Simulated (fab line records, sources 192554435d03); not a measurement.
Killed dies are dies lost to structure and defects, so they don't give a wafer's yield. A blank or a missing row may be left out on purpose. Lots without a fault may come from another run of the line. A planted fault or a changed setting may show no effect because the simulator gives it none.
Which tool did it? | flow n5_finfet | 10 lots, 26 wafers sampled, at 5 steps of a route of 1938

WHAT THE GAUGES READ, wafer by wafer
N5_BEOL_M3_THK_MEAS_53: measures by xrf.
lot  | measured     | on            | M3_THK (nm)
L800 | day 8 07:10  | film_metro-01 | 37.7 36.9 38.9
L803 | day 8 11:43  | film_metro-01 | 39.4 41.3
L806 | day 9 09:34  | film_metro-01 | 38.9 39.7
L808 | day 10 00:43 | film_metro-01 | 39.9 38.5 40.6
L807 | day 10 05:13 | film_metro-02 | 40.4 36.9 39.8
L815 | day 11 15:40 | film_metro-02 | 142.8 39.0
L817 | day 12 11:32 | film_metro-02 | 40.7 40.8 41.1
L818 | day 12 20:40 | film_metro-02 | 144.6 41.7
L820 | day 13 10:28 | film_metro-02 | 34.7 39.3 36.7
L821 | day 13 10:45 | film_metro-01 | 34.2 39.8 36.1

WHICH TOOL RAN EACH LOT (tool, then ch and the chambers of the sampled wafers, then the start)
lot  | N5_BEOL_M3_SPUTTER_90        | N5_BEOL_M3_ANNEAL_91         | N5_BEOL_M3_ANNEAL_95         | N5_BEOL_M3_CMP_52
L800 | pvd_sputter-03, day 8 05:43  | pvd_sputter-03, day 8 05:47  | pvd_sputter-03, day 8 06:14  | cmp-01 ch 1,3, day 8 06:52
L803 | pvd_sputter-03, day 8 10:16  | pvd_sputter-03, day 8 10:21  | pvd_sputter-03, day 8 10:47  | cmp-02 ch 0,2, day 8 11:28
L806 | pvd_sputter-01, day 9 08:07  | pvd_sputter-01, day 9 08:12  | pvd_sputter-01, day 9 08:38  | cmp-02 ch 1,3, day 9 09:21
L808 | pvd_sputter-03, day 9 22:59  | pvd_sputter-03, day 9 23:04  | pvd_sputter-03, day 9 23:31  | cmp-04 ch 0,2,3, day 10 00:25
L807 | pvd_sputter-01, day 10 03:30 | pvd_sputter-01, day 10 03:35 | pvd_sputter-01, day 10 04:01 | cmp-01 ch 0,1,2, day 10 05:00
L815 | pvd_sputter-01, day 11 14:13 | pvd_sputter-01, day 11 14:17 | pvd_sputter-01, day 11 14:44 | cmp-02 ch 2,3, day 11 15:26
L817 | pvd_sputter-03, day 12 10:06 | pvd_sputter-03, day 12 10:11 | pvd_sputter-03, day 12 10:37 | cmp-01 ch 0,1,2, day 12 11:15
L818 | pvd_sputter-01, day 12 19:14 | pvd_sputter-01, day 12 19:19 | pvd_sputter-01, day 12 19:45 | cmp-02 ch 2,3, day 12 20:29
L820 | pvd_sputter-01, day 13 09:01 | pvd_sputter-01, day 13 09:06 | pvd_sputter-01, day 13 09:32 | cmp-01 ch 0,3, day 13 10:10
L821 | pvd_sputter-03, day 13 09:16 | pvd_sputter-03, day 13 09:21 | pvd_sputter-03, day 13 09:47 | cmp-01 ch 1,2,3, day 13 10:32
- N5_BEOL_M3_SPUTTER_90: material Cu, target thk 4.5 nm, time 8.29 s.
- N5_BEOL_M3_ANNEAL_91: time 240 s.
- N5_BEOL_M3_ANNEAL_95: time 240 s.
- N5_BEOL_M3_CMP_52: polishes, stops on SiOC, t overpolish 6.8 s, target thk 40 nm.

THE ANSWER, worked out from the rows above alone
Rule: what is usual is taken from the lots themselves. Put in order of their means at a reading, lots are off if they are a third of the lots or fewer, leave a main group of 4 or more, and stand apart from it by a gap of 3 or more times the standard deviation of the main group's means; of several such gaps the widest counts. A main group whose means are all the same, to the digits that the tables above print for the reading, isn't used. A lot without any number at a reading at which 4 lots or more have one is off too. The other lots that the step has rows for count as sound.
Off: L815, L818, at N5_BEOL_M3_THK_MEAS_53 (M3_THK). The main group: mean 38.8 nm, standard deviation 1.4.
A tool fits if, at a process step before that reading, it ran every lot that is off, and no sound lot after the first of them. The gauges at N5_BEOL_M3_THK_MEAS_53 are tried like those tools. One fits: cmp-02 at N5_BEOL_M3_CMP_52. Its last sound lot is L806 (day 9 09:21), its first lot that is off L815 (day 11 15:26): a fault that began between those two fits.

WHAT THE SIMULATOR HAD PUT IN
Process parameter drift: cmp-02, from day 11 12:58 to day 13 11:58, at N5_BEOL_M3_CMP_52. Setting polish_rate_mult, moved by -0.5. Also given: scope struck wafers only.
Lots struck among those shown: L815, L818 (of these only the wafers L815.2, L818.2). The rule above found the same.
